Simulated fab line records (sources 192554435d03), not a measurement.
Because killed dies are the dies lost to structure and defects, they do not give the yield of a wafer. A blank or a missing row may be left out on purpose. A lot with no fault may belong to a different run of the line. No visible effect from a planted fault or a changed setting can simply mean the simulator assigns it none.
Chamber matching    flow n5 finfet    N5_BEOL_M8_STRIP_19 on rie diel-01: 4 sister chambers
The step strips in O2. 22 wafers are shown with their chamber, then 11 later ones without.

## WAFERS PAIRED WITH THEIR CHAMBERS
wafer   chamber  showerhead plenum p Torr (Torr)  throttle valve pct (%)  drypump motor current A (A)
L077.2  1        2.17                             16.61                   5.55
L077.3  3        2.03                             16.13                   5.86
L077.5  1        2.17                             16.61                   5.53
L076.2  0        2.00                             16.61                   5.73
L076.4  3        2.03                             16.14                   5.85
L076.6  3        2.03                             16.17                   5.89
L080.2  1        2.17                             16.64                   5.52
L080.4  2        2.07                             17.11                   5.66
L080.5  2        2.07                             17.14                   5.64
L082.3  0        2.00                             16.63                   5.73
L082.4  1        2.16                             16.63                   5.56
L082.6  3        2.03                             16.18                   5.87
L081.3  0        2.00                             16.64                   5.73
L081.5  0        2.00                             16.65                   5.67
L081.6  1        2.16                             16.65                   5.55
L084.1  1        2.16                             16.67                   5.54
L084.4  0        2.00                             16.65                   5.75
L084.5  0        2.00                             16.63                   5.75
L083.2  0        2.00                             16.65                   5.77
L083.3  1        2.16                             16.65                   5.51
L083.6  0        2.00                             16.64                   5.74
L090.3  2        2.06                             17.17                   5.64

SIGNATURES (averages over the wafers above)
reading                   chamber 0  chamber 1  chamber 2  chamber 3  scatter within a chamber
showerhead plenum p Torr  2.0000     2.1643     2.0667     2.0300     0.00364
throttle valve pct        16.6375    16.6371    17.1400    16.1550    0.0208
drypump motor current A   5.7338     5.5371     5.6467     5.8675     0.0224
Rule: a wafer's distance from a chamber is the root of the sum, over the readings, of the square of ((its reading less the chamber's mean) divided by the reading's scatter). If the next closest chamber is less than 2 further off than the closest, the wafer can't be placed; otherwise it belongs to the closest. The scatter is the square root of a quotient: the sum, over the shown wafers, of each reading's squared deviation from its chamber's mean, divided by wafers minus chambers.

## WAFERS WITH NO CHAMBER GIVEN
wafer   showerhead plenum p Torr (Torr)  throttle valve pct (%)  drypump motor current A (A)
L090.4  2.02                             16.18                   5.86
L090.6  2.00                             16.64                   5.74
L089.1  2.06                             17.17                   5.65
L089.2  2.16                             16.67                   5.57
L089.4  2.02                             16.22                   5.85
L092.2  2.06                             17.16                   5.63
L092.3  2.02                             16.22                   5.85
L092.5  2.16                             16.69                   5.55
L094.2  1.99                             16.68                   5.72
L094.3  2.16                             16.71                   5.53
L094.4  2.02                             16.23                   5.83

## EACH ONE'S CHAMBER
wafer   from the rows above  in truth
L090.4  3                    3
L090.6  0                    0
L089.1  2                    2
L089.2  1                    1
L089.4  3                    3
L092.2  2                    2
L092.3  3                    3
L092.5  1                    1
L094.2  0                    0
L094.3  1                    1
L094.4  3                    3
11 of 11 placed correctly. Number that these rows cannot place: 0. Number placed wrongly: 0.
